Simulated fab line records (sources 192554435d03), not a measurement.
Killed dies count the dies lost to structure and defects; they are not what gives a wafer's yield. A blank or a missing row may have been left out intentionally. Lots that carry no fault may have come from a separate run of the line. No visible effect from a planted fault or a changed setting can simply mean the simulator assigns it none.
Matching of chambers + flow n5 finfet + 4 sister chambers for N5_FIN_CUT_CUT_ETCH_26 on rie diel-01
The step etches SiNx in CH3F/O2, target depth 39 nm, time 55.7 s. 30 wafers are shown with their chamber, then 12 later ones without.

## WAFERS WITH THEIR CHAMBER
| wafer  | chamber | showerhead plenum p Torr (Torr) | rf vpp V (V) | drypump motor current A (A) |
|--------|---------|---------------------------------|--------------|-----------------------------|
| L074.3 | 2       | 1.99                            | 315          | 5.7                         |
| L074.5 | 1       | 1.91                            | 277          | 6.6                         |
| L074.6 | 2       | 1.99                            | 314          | 5.7                         |
| L075.2 | 3       | 2.10                            | 321          | 6.6                         |
| L075.4 | 2       | 1.99                            | 314          | 5.7                         |
| L075.6 | 2       | 1.99                            | 315          | 5.7                         |
| L076.1 | 1       | 1.91                            | 278          | 6.5                         |
| L076.4 | 3       | 2.10                            | 321          | 6.6                         |
| L076.5 | 3       | 2.10                            | 322          | 6.6                         |
| L079.1 | 3       | 2.10                            | 321          | 6.6                         |
| L079.2 | 2       | 1.99                            | 315          | 5.7                         |
| L079.3 | 1       | 1.91                            | 279          | 6.6                         |
| L081.1 | 1       | 1.91                            | 278          | 6.6                         |
| L081.2 | 3       | 2.10                            | 321          | 6.6                         |
| L081.5 | 3       | 2.10                            | 320          | 6.6                         |
| L082.1 | 2       | 1.98                            | 315          | 5.7                         |
| L082.2 | 1       | 1.91                            | 277          | 6.6                         |
| L082.3 | 3       | 2.10                            | 321          | 6.6                         |
| L082.4 | 1       | 1.91                            | 278          | 6.6                         |
| L082.5 | 2       | 1.98                            | 314          | 5.7                         |
| L082.6 | 3       | 2.10                            | 321          | 6.6                         |
| L083.2 | 1       | 1.91                            | 278          | 6.6                         |
| L083.4 | 3       | 2.10                            | 321          | 6.6                         |
| L083.6 | 0       | 2.04                            | 300          | 5.6                         |
| L086.2 | 0       | 2.04                            | 298          | 5.5                         |
| L086.3 | 3       | 2.10                            | 321          | 6.6                         |
| L086.5 | 2       | 1.98                            | 314          | 5.7                         |
| L088.1 | 0       | 2.04                            | 298          | 5.5                         |
| L088.2 | 2       | 1.98                            | 315          | 5.7                         |
| L088.3 | 1       | 1.91                            | 278          | 6.6                         |

SIGNATURES (means of the wafers above)
| reading                  | chamber 0 | chamber 1 | chamber 2 | chamber 3 | scatter within a chamber |
|--------------------------|-----------|-----------|-----------|-----------|--------------------------|
| showerhead plenum p Torr | 2.0400    | 1.9100    | 1.9856    | 2.1000    | 0.00292                  |
| rf vpp V                 | 298.67    | 277.88    | 314.56    | 321.00    | 0.613                    |
| drypump motor current A  | 5.533     | 6.587     | 5.700     | 6.600     | 0.0244                   |
Rule: for each reading, subtract the chamber's mean from the wafer's reading, divide by that reading's scatter and square the result; add these up over the readings and take the root, which gives the wafer's distance from the chamber. The wafer belongs to the nearest chamber; if the next one is less than 2 further off, it can't be placed. The scatter: take each reading less its chamber's mean, square it, sum over the shown wafers, divide by the number of wafers less the number of chambers, and take the root.

## WAFERS WITHOUT THEIR CHAMBER
| wafer  | showerhead plenum p Torr (Torr) | rf vpp V (V) | drypump motor current A (A) |
|--------|---------------------------------|--------------|-----------------------------|
| L088.4 | 2.09                            | 322          | 6.6                         |
| L088.5 | 1.90                            | 277          | 6.6                         |
| L088.6 | 2.04                            | 298          | 5.5                         |
| L090.3 | 2.09                            | 321          | 6.6                         |
| L090.4 | 1.90                            | 278          | 6.6                         |
| L090.6 | 1.90                            | 279          | 6.6                         |
| L091.1 | 2.04                            | 298          | 5.5                         |
| L091.5 | 2.04                            | 299          | 5.6                         |
| L091.6 | 1.90                            | 279          | 6.6                         |
| L097.1 | 1.97                            | 314          | 5.7                         |
| L097.5 | 1.90                            | 278          | 6.6                         |
| L097.6 | 2.04                            | 299          | 5.6                         |

## WHICH CHAMBER EACH WENT THROUGH
| wafer  | from the rows above | in truth |
|--------|---------------------|----------|
| L088.4 | 3                   | 3        |
| L088.5 | 1                   | 1        |
| L088.6 | 0                   | 0        |
| L090.3 | 3                   | 3        |
| L090.4 | 1                   | 1        |
| L090.6 | 1                   | 1        |
| L091.1 | 0                   | 0        |
| L091.5 | 0                   | 0        |
| L091.6 | 1                   | 1        |
| L097.1 | 2                   | 2        |
| L097.5 | 1                   | 1        |
| L097.6 | 0                   | 0        |
Correct placement for 12 of the 12. Left unplaced by these rows: 0. 0 placed wrongly.
